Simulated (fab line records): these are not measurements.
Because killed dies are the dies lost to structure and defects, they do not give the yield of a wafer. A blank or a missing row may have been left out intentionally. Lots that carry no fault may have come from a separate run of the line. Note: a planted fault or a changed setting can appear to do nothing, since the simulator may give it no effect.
Which tool is to blame? | flow nandHarc | 6 lots, 18 wafers sampled, at 2 steps of a route of 1159

== WHAT THE GAUGES SHOWED, per wafer ==
NHARC_P_ZERO_WELL_CD_MEAS_37: target cd 720 nm.
lot  | measured    | on       | cdNm (nm)
L250 | day 2 16:08 | cdSem-01 | 720.4 721.5 719.2
L252 | day 3 04:14 | cdSem-03 | 718.3 718.7 719.9
L255 | day 3 21:59 | cdSem-03 | 720.7 718.6 719.0
L258 | day 4 15:52 | cdSem-01 | 720.6 720.3 721.4
L266 | day 6 16:14 | cdSem-03 | 719.6 718.7 717.6
L268 | day 7 04:11 | cdSem-02 | 719.5 718.1 718.1

== WHICH TOOL RAN EACH LOT (tool, then ch and the chambers of the sampled wafers, then the start) ==
lot  | NHARC_P_ZERO_WELL_EXPOSE_34
L250 | krfScanner-04 ch 0, day 2 15:59
L252 | krfScanner-01 ch 0, day 3 04:05
L255 | krfScanner-04 ch 0, day 3 21:50
L258 | krfScanner-04 ch 0, day 4 15:43
L266 | krfScanner-02 ch 0, day 6 16:05
L268 | krfScanner-04 ch 0, day 7 04:02
- NHARC_P_ZERO_WELL_EXPOSE_34: exposes mask P PWELL, target cd 720 nm.

== THE ANSWER, worked out from the rows above alone ==
Rule: usual is defined by the lots themselves. Put in order of their means at a reading, lots are off if they are a third of the lots or fewer, leave a main group of 4 or more, and stand apart from it by a gap of 3 or more times the standard deviation of the main group's means; of several such gaps the widest counts. Not used: any main group whose means are identical at the precision the tables above print for the reading. A lot without any number at a reading at which 4 lots or more have one is off too. All remaining lots with rows at the step are treated as sound.
Across all readings shown, no lot is off: no conclusion can be drawn from this.

== WHAT HAD BEEN PUT IN BY THE SIMULATOR ==
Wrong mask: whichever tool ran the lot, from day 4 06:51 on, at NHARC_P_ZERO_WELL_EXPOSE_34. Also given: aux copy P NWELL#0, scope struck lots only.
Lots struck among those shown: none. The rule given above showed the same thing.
